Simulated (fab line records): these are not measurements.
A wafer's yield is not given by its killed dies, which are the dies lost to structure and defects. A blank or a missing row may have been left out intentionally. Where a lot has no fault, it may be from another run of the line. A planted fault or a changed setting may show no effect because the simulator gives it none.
fab line records	flow n5_finfet
[record] lots = 9	wafers = 27	last_day = 21
route steps=1938 shown DUMMY_GATE@218 SPACER0@261 BEOL_M4@1111 PASSIVATION@1936
lots that met no fault: taken from a fault-free run of the same line
start_h: hours from the record's first day to the start of the lot's first wafer shown	wait_h: hours since the lot's step before	" as in the row above	L1.1+2: a row that stands for several wafers	- no value, or no start was given	* or withheld: withheld	< > ~ a bound
route shown NAME@n: a module of which the file shows steps, and the number in the route of the first	usual: the fault-free wafers' mean and standard deviation	same: alike in all rows	chamber/n: place in a boat	sites: each site's reading	_std_site: the standard deviation of these	_edge_site: inner sites' mean taken away from outer sites' mean	radius_mm: for every site, how far away it sits from the centre of the wafer	mask NAME#n: copy n	behind: the tool/chamber that last shaped the wafer	hold: the reason the lot was held/the length of the hold in hours/how it ended	device: whichever transistor did not switch (one of n, p or np)	end of line: the same wafers' tests at the end of the route	step lacking rows: just its recipe	killed: dies that structure and defects cost at the first sort, which is not the same as the wafer's yield	map: per-die view of a wafer (x killed, . not killed, _ where there is no die)
set.NAME: the setting as run; set.NAME@STEP: as run at that earlier step	model.NAME: the simulator's own value behind a step, which no gauge read
steps of the route over a sample of lots; a table a step, a row a wafer
services: the hour from which a tool's chamber was out of use, counted from the record's first day as start_h (under 0 if before that day), plus the number of hours and why
[[steps]]
[step N5_DUMMY_GATE_CMP_04]
[recipe] material = a-Si	post_cmp_clean = alkaline_brush
[usual] motor_current_A = 10.4/0.68	retaining_ring_pressure_frac = 1.001/0.0047	time_to_endpoint_s = 13.6/2.6
lot.wafer	tool	chamber	start_h	wait_h	motor_current_A	retaining_ring_pressure_frac	time_to_endpoint_s
L220.1	cmp-02	2	41.52	0.1	10.0	0.992	11.5
L220.4	"	3	"	"	11.4	0.999	12.6
L220.6	"	1	"	"	10.6	1.000	14.7
L222.2	cmp-03	0	53.41	0.0	10.7	1.003	13.3
L222.4	"	2	"	"	11.4	0.992	13.3
L222.6	"	0	"	"	11.0	1.007	19.5
L229.2	cmp-02	0	94.77	0.1	10.0	0.999	13.6
L229.3	"	1	"	"	9.8	1.007	14.5
L229.6	"	3	"	"	11.3	1.014	11.9
L233.1	cmp-02	0	118.26	0.1	9.8	1.009	15.0
L233.2	"	2	"	"	10.2	1.001	12.7
L233.6	"	0	"	"	9.6	0.998	15.7
L235.1	cmp-02	1	130.51	0.0	9.7	1.003	16.4
L235.4	"	2	"	"	10.5	1.000	15.4
L235.2	"	3	"	"	11.3	0.994	16.7
L236.4	cmp-04	0	136.77	0.0	9.5	0.997	9.3
L236.3	"	2	"	"	10.1	1.000	14.1
L236.6	"	1	"	"	10.0	1.004	16.4
L239.3	cmp-02	0	155.85	0.0	10.4	0.998	12.7
L239.2	"	1	"	"	10.5	0.995	14.9
L239.6	"	0	"	"	10.3	0.996	12.8
L242.1	cmp-03	2	173.37	0.0	11.4	0.999	10.7
L242.2	"	0	"	"	11.2	1.000	12.5
L242.5	"	3	"	"	9.1	0.998	9.9
L243.4	cmp-04	3	179.28	0.1	11.5	1.002	8.0
L243.6	"	0	"	"	9.6	0.999	12.4
L243.5	"	1	"	"	9.6	0.999	17.8
[step N5_DUMMY_GATE_ETCH_31]
[recipe] chemistry = C4F6/O2	target = SiO2	mask_material = SOC	target_depth_a = 825	time_s = 27.5	ion_energy_ev = 250	pressure_mtorr = 30	source_w = 345	bias_w = 185	Ar_flow_sccm = 300	C4F6_flow_sccm = 10	O2_flow_sccm = 10
[usual] C4F6_flow_sccm = 10.00/0.031	O2_flow_sccm = 10.00/0.032	bias_w = 185.0/0.53	drypump_motor_current_A = 5.6/0.42	oes_ar_750_au = 0.77/0.049	oes_product_au = 0.77/0.052	rf_fwd_power_W = 341.8/1.3	rf_vpp_V = 674/18	showerhead_plenum_p_Torr = 2.87/0.11	throttle_valve_pct = 21.18/0.22
lot.wafer	tool	chamber	start_h	wait_h	C4F6_flow_sccm	O2_flow_sccm	bias_w	drypump_motor_current_A	oes_ar_750_au	oes_product_au	rf_fwd_power_W	rf_hours_counter_h	rf_vpp_V	showerhead_plenum_p_Torr	throttle_valve_pct
L220.1	rie_diel-02	2	46.72	0.0	10.02	9.98	185.0	5.0	0.73	0.74	343.7	183	660	2.93	21.02
L220.4	"	0	"	"	9.99	9.97	184.8	4.8	0.72	0.73	339.6	200	678	2.69	21.50
L220.6	"	2	"	"	9.97	9.97	185.3	5.0	0.72	0.74	342.7	-	661	2.93	21.01
L222.2	rie_diel-05	1	58.49	0.0	9.98	10.01	185.3	5.6	0.75	0.74	340.1	173	649	2.97	21.37
L222.4	"	0	"	"	10.01	10.02	184.7	5.0	0.74	0.75	341.5	143	691	2.73	21.16
L222.6	"	2	"	"	9.98	10.01	184.1	6.1	0.82	0.81	342.3	-	657	3.01	21.11
L229.2	rie_diel-06	0	99.79	0.0	9.99	9.96	185.5	5.8	0.79	0.80	341.2	102	684	2.86	21.31
L229.3	"	2	"	"	9.94	10.09	185.0	5.6	0.74	0.74	344.0	191	655	2.85	21.19
L229.6	"	0	"	"	10.03	9.95	186.1	5.8	0.80	0.81	340.8	-	685	2.86	21.32
L233.1	rie_diel-06	1	123.31	0.0	10.04	9.95	184.5	5.5	0.86	0.85	341.8	57	676	2.97	20.69
L233.2	"	3	"	"	9.99	10.05	185.2	6.0	0.70	0.70	340.7	244	681	2.93	21.52
L233.6	"	2	"	"	10.04	9.99	185.5	5.6	0.73	0.74	344.0	-	657	2.85	21.20
L235.1	rie_diel-06	0	135.83	0.1	9.99	10.00	185.1	5.8	0.79	0.80	342.1	110	684	2.86	21.33
L235.2	"	2	"	"	9.95	9.97	186.0	5.5	0.73	0.73	343.6	199	657	2.85	21.21
L235.4	"	3	"	"	10.04	9.97	185.4	6.1	0.69	0.69	341.6	247	681	2.93	21.53
L236.3	rie_diel-06	3	143.96	0.0	10.02	10.06	185.4	6.0	0.69	0.68	340.2	248	681	2.93	21.54
L236.4	"	0	"	"	9.96	9.97	183.7	5.8	0.79	0.79	342.1	112	684	2.86	21.32
L236.6	"	0	"	"	9.98	9.97	184.2	5.8	0.79	0.80	340.1	-	685	2.86	21.33
L239.2	rie_diel-06	1	161.07	0.0	10.04	9.98	184.6	5.5	0.84	0.83	342.6	67	675	2.97	20.69
L239.3	"	0	"	"	10.01	10.03	185.3	5.8	0.78	0.77	341.5	117	683	2.86	21.32
L239.6	"	2	"	"	10.03	9.97	185.8	5.6	0.72	0.72	343.3	-	657	2.85	21.21
L242.1	rie_diel-05	0	179.32	0.1	10.01	10.03	185.6	5.0	0.72	0.72	342.2	169	692	2.71	21.23
L242.2	"	2	"	"	9.96	10.00	185.1	6.1	0.79	0.78	342.3	121	658	3.00	21.14
L242.5	"	3	"	"	10.03	9.98	185.0	5.7	0.77	0.73	340.9	-	668	2.72	21.00
L243.4	rie_diel-05	0	185.42	0.1	10.01	9.98	184.7	5.0	0.72	0.73	341.2	-	691	2.71	21.22
L243.5	"	2	"	"	10.01	10.06	185.4	6.1	0.79	0.79	342.5	-	657	3.00	21.15
L243.6	"	1	"	"	10.01	10.02	184.1	5.6	0.73	0.71	341.4	-	649	2.95	21.42
[step N5_DUMMY_GATE_ETCH_42]
[recipe] chemistry = CHF3/O2	target = SiO2	target_depth_a = 35	time_s = 31	ion_energy_ev = 30	bias_w = 12	pressure_mtorr = 30	source_w = 600	Ar_flow_sccm = 200	CHF3_flow_sccm = 50	O2_flow_sccm = 5
[usual] CHF3_flow_sccm = 50.00/0.13	O2_flow_sccm = 5.000/0.015	bias_w = 12.00/0.037	drypump_motor_current_A = 5.6/0.46	oes_ar_750_au = 0.76/0.048	oes_product_au = 0.76/0.051	rf_fwd_power_W = 594.4/2.2	rf_vpp_V = 42.9/1.2	showerhead_plenum_p_Torr = 2.42/0.096	throttle_valve_pct = 18.82/0.2
lot.wafer	tool	chamber	start_h	wait_h	CHF3_flow_sccm	O2_flow_sccm	bias_w	drypump_motor_current_A	oes_ar_750_au	oes_product_au	rf_fwd_power_W	rf_hours_counter_h	rf_vpp_V	showerhead_plenum_p_Torr	throttle_valve_pct
L220.1	rie_diel-05	2	47.24	0.1	49.88	4.990	11.98	6.1	0.82	0.82	595.4	94	41.4	2.55	18.68
L220.4	"	1	"	"	49.83	5.020	11.96	5.5	0.75	0.74	595.7	171	41.9	2.51	18.99
L220.6	"	1	"	"	49.81	4.998	11.98	5.5	0.75	0.74	594.3	-	42.6	2.51	18.97
L222.2	rie_diel-06	2	58.99	0.0	50.04	4.979	11.97	5.5	0.75	0.74	595.6	185	41.3	2.41	18.77
L222.4	"	1	"	"	49.89	5.001	11.99	5.6	0.86	0.86	591.9	47	43.2	2.52	18.31
L222.6	"	3	"	"	50.02	4.999	11.98	6.0	0.71	0.69	594.7	-	43.7	2.49	19.12
L229.2	rie_diel-02	1	100.28	0.0	49.87	4.986	12.01	6.4	0.82	0.83	592.8	59	43.3	2.54	18.59
L229.3	"	0	"	"	49.82	5.006	12.01	4.8	0.71	0.70	592.5	211	42.0	2.27	19.12
L229.6	"	0	"	"	49.87	4.964	11.96	4.8	0.71	0.71	590.1	-	45.5	2.27	19.11
L233.1	rie_diel-02	0	123.81	0.0	50.03	5.016	12.03	4.8	0.71	0.71	593.6	216	43.2	2.27	19.13
L233.2	"	2	"	"	49.92	5.005	11.99	5.0	0.72	0.72	595.2	198	41.7	2.47	18.71
L233.6	"	2	"	"	50.14	5.031	12.00	5.0	0.72	0.71	596.3	-	40.4	2.47	18.72
L235.1	rie_diel-05	2	136.34	0.1	-	-	-	-	-	-	-	-	-	-	-
L235.2	"	3	"	"	-	-	-	-	-	-	-	-	-	-	-
L235.4	"	1	"	"	-	-	-	-	-	-	-	-	-	-	-
L236.3	rie_diel-02	0	144.46	0.0	-	-	-	-	-	-	-	-	-	-	-
L236.4	"	2	"	"	-	-	-	-	-	-	-	-	-	-	-
L236.6	"	3	"	"	-	-	-	-	-	-	-	-	-	-	-
L239.2	rie_diel-02	3	161.62	0.1	49.97	4.998	11.97	5.7	0.81	0.83	597.0	70	44.2	2.33	18.92
L239.3	"	0	"	"	50.18	4.995	11.97	4.8	0.70	0.71	592.7	228	44.0	2.26	19.16
L239.6	"	3	"	"	49.88	5.005	12.00	5.7	0.81	0.83	591.7	-	45.8	2.33	18.94
L242.1	rie_diel-05	1	179.88	0.1	49.93	4.992	12.02	5.5	0.73	0.72	594.6	198	42.1	2.50	19.02
L242.2	"	2	"	"	50.19	4.973	11.95	6.1	0.79	0.79	597.7	121	41.3	2.53	18.71
L242.5	"	0	"	"	49.86	5.014	12.02	5.0	0.70	0.72	594.5	-	44.2	2.30	18.88
L243.4	rie_diel-05	2	186.00	0.1	50.07	4.975	12.06	6.1	0.80	0.79	596.0	-	41.6	2.53	18.73
L243.5	"	1	"	"	49.84	4.983	12.03	5.5	0.73	0.71	593.7	-	42.1	2.50	19.02
L243.6	"	0	"	"	49.69	5.004	12.01	5.0	0.71	0.72	596.4	-	43.0	2.30	18.91
[step N5_SPACER0_INSPECT_04]
[recipe] inspect_instrument = darkfield	mode = post_dep
[usual] raw_defect_count = 136/32
lot.wafer	tool	chamber	start_h	wait_h	raw_defect_count
L220.1	defect_inspect-02	-	48.34	0.1	88
L220.4	"	-	"	"	127
L220.6	"	-	"	"	87
L222.2	defect_inspect-01	-	60.92	0.1	93
L222.4	"	-	"	"	107
L222.6	"	-	"	"	86
L229.2	defect_inspect-02	-	101.12	0.1	124
L229.3	"	-	"	"	148
L229.6	"	-	"	"	190
L233.1	defect_inspect-02	-	124.65	0.1	112
L233.2	"	-	"	"	145
L233.6	"	-	"	"	138
L235.1	defect_inspect-01	-	137.49	0.1	138
L235.2	"	-	"	"	122
L235.4	"	-	"	"	98
L236.3	defect_inspect-01	-	145.30	0.1	162
L236.4	"	-	"	"	101
L236.6	"	-	"	"	146
L239.2	defect_inspect-01	-	162.46	0.1	114
L239.3	"	-	"	"	117
L239.6	"	-	"	"	111
L242.1	defect_inspect-02	-	180.72	0.1	101
L242.2	"	-	"	"	137
L242.5	"	-	"	"	134
L243.4	defect_inspect-01	-	187.11	0.1	155
L243.5	"	-	"	"	173
L243.6	"	-	"	"	105
[step N5_BEOL_M4_RC_MEAS_101]
[usual] DIBL_N = 36.1/2.3	DIBL_P = 36/3.2	IOFF_N = 0.16/0.045	IOFF_P = 0.21/0.049	ION_N = 674/14	ION_P = 462/8.4	SS_N = 71.6/0.83	SS_P = 73.2/0.87	VT_N = 249/3.8	VT_P = -250/3.4
lot.wafer	tool	chamber	start_h	wait_h	DIBL_N[mV/V]	DIBL_P[mV/V]	IOFF_N[nA/um]	IOFF_P[nA/um]	ION_N[uA/um]	ION_P[uA/um]	SS_N[mV/dec]	SS_P[mV/dec]	VT_N[mV]	VT_P[mV]
L220.1	prober-02	0	236.98	0.3	35.1	34	0.13	0.21	659	461	70.7	72.9	250	-249
L220.4	"	0	"	"	39.1	39	0.20	0.28	675	466	72.3	73.6	248	-246
L220.6	"	0	"	"	37.9	37	0.18	0.25	673	465	71.7	73.7	248	-245
L222.2	prober-01	0	266.49	0.2	36.3	33	0.14	0.18	650	449	71.9	72.9	254	-250
L222.4	"	0	"	"	33.2	30	0.10	0.15	672	459	71.6	72.3	255	-253
L222.6	"	0	"	"	36.7	35	0.14	0.21	682	470	72.0	73.0	253	-250
L229.2	prober-01	0	313.61	0.2	31.5	30	0.09	0.14	645	446	70.8	72.5	257	-254
L229.3	"	0	"	"	30.9	30	0.09	0.14	657	456	69.4	71.8	254	-252
L229.6	"	0	"	"	30.0	29	0.09	0.13	653	455	69.6	71.3	256	-255
L236.3	prober-01	0	329.74	0.3	31.7	31	0.10	0.13	646	446	69.9	72.5	255	-258
L236.4	"	0	"	"	37.6	36	0.19	0.21	674	463	71.6	73.6	246	-248
L236.6	"	0	"	"	36.4	35	0.17	0.20	668	459	71.4	73.7	250	-254
L235.1	prober-01	0	344.70	0.0	35.9	36	0.16	0.18	673	457	72.2	73.0	248	-253
L235.2	"	0	"	"	37.8	39	0.20	0.22	687	463	71.2	74.2	244	-251
L235.4	"	0	"	"	33.7	34	0.13	0.16	667	457	70.3	72.4	248	-255
L233.1	prober-02	0	344.81	0.0	37.5	37	0.18	0.23	666	457	72.6	73.9	248	-250
L233.2	"	0	"	"	32.3	30	0.11	0.14	656	448	70.9	71.3	255	-256
L233.6	"	0	"	"	33.1	31	0.11	0.15	658	453	71.1	72.1	252	-254
L242.1	prober-02	0	364.44	0.0	39.9	39	0.22	0.24	707	474	72.3	74.2	244	-250
L242.2	"	0	"	"	36.0	34	0.14	0.17	661	450	70.8	73.0	250	-252
L242.5	"	0	"	"	35.4	33	0.13	0.17	670	460	70.4	72.0	251	-248
L239.2	prober-01	0	388.49	0.2	35.1	37	0.15	0.23	659	460	71.3	73.8	250	-250
L239.3	"	0	"	"	36.6	38	0.19	0.23	682	457	72.4	73.2	248	-250
L239.6	"	0	"	"	35.3	37	0.15	0.21	665	454	71.9	73.4	252	-250
L243.4	prober-01	0	394.25	0.5	37.5	39	0.20	0.25	683	463	72.7	73.3	246	-248
L243.5	"	0	"	"	40.1	42	0.24	0.29	679	461	72.7	74.2	246	-248
L243.6	"	0	"	"	37.4	38	0.19	0.24	681	466	72.0	73.7	247	-247
[step N5_PASSIVATION_PROBE_49]
[usual] defect_limited_yield = 90.9/1.6	killed_at_M0_to_M3 = 37/11	killed_at_M4_up = 15/5.6	killed_at_contacts = 13/6.4	killed_at_front_end = 39/11	killed_at_other = 4/3.1	killed_dies = 107/19	killed_open = 71/14	killed_short = 34/7.8	sort_bin_5_function = 5.3/1	sort_bin_6_memory = 3.4/0.72	sort_bin_8_speed = 0.0/0.42	sort_n_pass = 1072/20	sort_yield_pct = 90.9/1.7
[same] gross_dies = 1180	killed_at_back_side = 0	sort_bin_4_leakage[%] = 0
lot.wafer	tool	chamber	start_h	wait_h	defect_limited_yield[%]	killed_at_M0_to_M3	killed_at_M4_up	killed_at_contacts	killed_at_front_end	killed_at_other	killed_dies	killed_open	killed_short	sort_bin_5_function[%]	sort_bin_6_memory[%]	sort_bin_8_speed[%]	sort_n_pass	sort_yield_pct[%]
L235.1	prober-02	-	467.60	0.0	93.4	32	7	8	29	2	78	48	26	3.1	3.0	0	1102	93.4
L235.4	prober-02	-	467.75	0.2	93.7	17	12	3	41	1	74	49	25	4.2	1.7	0	1106	93.7
L243.4	prober-02	-	506.92	0.6	88.6	68	3	14	49	1	135	93	40	6.4	4.4	0	1045	88.6
L243.5	prober-02	-	506.97	0.7	90.5	34	14	10	50	4	112	65	44	5.6	3.2	0	1068	90.5
L243.6	prober-02	-	507.02	0.7	93.2	37	7	4	29	3	80	54	25	4.4	2.4	0	1100	93.2
// killed by level:class
L235.1 BEOL_M3:geometric_particle:open=10 BEOL_M1:geometric_particle:open=8 MOL_CONTACT_COAG:geometric_particle:open=6 FIN_SAQP:geometric_particle:open=5 GATE_CUT:geometric_particle:short=4 BEOL_M0_SAQP:geometric_particle:open=4 STARTING-WAFER:geometric_particle:short=4 ILD0:geometric_particle:open=3
L235.4 STI_FIN_REVEAL:geometric_particle:open=11 FIN_SAQP:geometric_particle:open=6 ILD0:geometric_particle:short=5 ILD0:geometric_particle:open=4 BEOL_M0:geometric_particle:open=4 BEOL_M2:geometric_particle:open=3 BEOL_M4:geometric_particle:open=3 BEOL_M5:geometric_particle:open=3
L243.4 BEOL_M0_SAQP:geometric_particle:open=23 BEOL_M0_SAQP:geometric_particle:short=14 STI_FIN_REVEAL:geometric_particle:open=12 BEOL_M3:geometric_particle:open=12 FIN_SAQP:geometric_particle:open=11 MOL_CONTACT_COAG:geometric_particle:open=10 FIN_SAQP:geometric_particle:short=9 BEOL_M2:geometric_particle:open=9
L243.5 FIN_SAQP:geometric_particle:short=17 FIN_SAQP:geometric_particle:open=11 BEOL_M0_SAQP:geometric_particle:open=10 MOL_CONTACT_COAG:geometric_particle:open=8 BEOL_M2:geometric_particle:open=6 BEOL_M3:geometric_particle:open=6 SPACER0:geometric_particle:short=5 BEOL_M0_SAQP:geometric_particle:short=5
L243.6 BEOL_M1:geometric_particle:open=8 BEOL_M0_SAQP:geometric_particle:short=7 FIN_SAQP:geometric_particle:open=5 BEOL_M0_SAQP:geometric_particle:open=5 BEOL_M3:geometric_particle:open=5 STI_FIN_REVEAL:geometric_particle:open=4 MOL_CONTACT_COAG:geometric_particle:open=4 BEOL_M0:geometric_particle:open=4
[[services]]
tool	chamber	start_h	hours	kind
cmp-04	-	22.50	1.2	repair
cmp-03	-	30.60	0.8	repair
rie_diel-05	3	36.76	2.9	repair
cmp-03	-	47.52	0.4	repair
cmp-03	-	70.76	1.3	repair
cmp-02	-	87.25	5.0	pm
cmp-04	-	93.06	0.5	repair
rie_diel-05	-	95.09	0.1	repair
cmp-04	-	115.41	4.0	pm
cmp-04	-	119.41	-	consumable_replace:conditioner
cmp-04	-	119.41	-	consumable_replace:pad
cmp-04	-	126.54	5.1	pm
rie_diel-06	3	141.41	1.3	repair
rie_diel-06	3	156.83	2.9	repair
rie_diel-06	3	159.87	-	clean
rie_diel-06	3	159.87	-	consumable_replace:focus_ring
rie_diel-06	3	159.87	22.0	scheduled_down
rie_diel-06	3	159.87	22.0	vent_cycle
cmp-02	-	168.43	4.0	pm
rie_diel-02	-	169.40	14.6	pm
cmp-04	-	172.27	0.4	repair
rie_diel-05	3	183.44	8.8	repair
cmp-03	-	183.47	7.5	pm
[[key]]
[first_sign] step = N5_DUMMY_GATE_ETCH_42	reading = tool_record	direction = missing
effect none on later readings
met_at N5_DUMMY_GATE_ETCH_42
struck_lots L235,L236
not_acting_at N5_DUMMY_GATE_CMP_04,N5_DUMMY_GATE_ETCH_31,N5_SPACER0_INSPECT_04
onset_between 123.81 136.34
[fault] kind = skipped_step_whole	tool = rie_diel-02,rie_diel-05	chamber = -	onset_h = 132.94	steps = N5_DUMMY_GATE_ETCH_42	scope = struck_lots_only
